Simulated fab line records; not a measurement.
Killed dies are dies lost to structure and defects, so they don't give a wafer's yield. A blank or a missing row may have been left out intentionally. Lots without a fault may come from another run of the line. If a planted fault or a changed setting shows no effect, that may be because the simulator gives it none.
Matching of chambers + flow n5 finfet + cmp-04 running N5_BEOL_M6_CMP_52: 4 sister chambers
The step polishes, stops on SiCOH lowk, t overpolish 6.9 s, target thk 80 nm. 8 wafers are shown with their chamber, then 8 later ones without.

== WAFERS WITH THEIR CHAMBER ==
| wafer  | chamber | motor current A (A) | overpolish run s (s) |
|--------|---------|---------------------|----------------------|
| L084.6 | 1       | 5.7                 | 6.893                |
| L084.1 | 0       | 5.7                 | 6.916                |
| L084.4 | 3       | 5.4                 | 6.886                |
| L084.5 | 2       | 5.5                 | 6.900                |
| L085.2 | 1       | 5.9                 | 6.893                |
| L085.5 | 3       | 5.3                 | 6.898                |
| L085.6 | 0       | 6.0                 | 6.925                |
| L086.1 | 2       | 6.2                 | 6.892                |

== WAFERS WHOSE CHAMBER IS MISSING ==
| wafer  | motor current A (A) | overpolish run s (s) |
|--------|---------------------|----------------------|
| L086.3 | 6.0                 | 6.914                |
| L086.5 | 6.0                 | 6.911                |
| L089.1 | 5.3                 | 6.901                |
| L089.4 | 5.9                 | 6.898                |
| L089.5 | 5.5                 | 6.897                |
| L094.1 | 5.8                 | 6.910                |
| L094.5 | 5.5                 | 6.883                |
| L094.6 | 5.9                 | 6.910                |

== THE CHAMBER EACH PASSED THROUGH ==
| wafer  | from the rows above               | in truth |
|--------|-----------------------------------|----------|
| L086.3 | can't be placed: 0 or 2           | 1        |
| L086.5 | can't be placed: 0 or 2 or 1      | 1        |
| L089.1 | can't be placed: 3 or 2 or 1      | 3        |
| L089.4 | can't be placed: 2 or 1 or 3      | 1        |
| L089.5 | can't be placed: 3 or 2 or 1      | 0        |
| L094.1 | can't be placed: 0 or 2 or 1 or 3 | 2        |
| L094.5 | can't be placed: 3 or 1 or 2      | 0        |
| L094.6 | can't be placed: 0 or 2 or 1 or 3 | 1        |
0 of 8 placed correctly. Not placeable from these rows: 8 (in 5, the candidates include the true chamber). Wrongly placed: 0.
How it was worked out, from the rows above alone: a wafer's distance from a chamber is the root of the sum, over the readings, of the square of ((its reading less the chamber's mean) divided by the reading's scatter). If the next closest chamber is less than 2 further off than the closest, the wafer can't be placed; otherwise it belongs to the closest. For every chamber, the mean is computed from those of its wafers that are shown. The scatter is the square root of a quotient: the sum, over the shown wafers, of each reading's squared deviation from its chamber's mean, divided by wafers minus chambers.
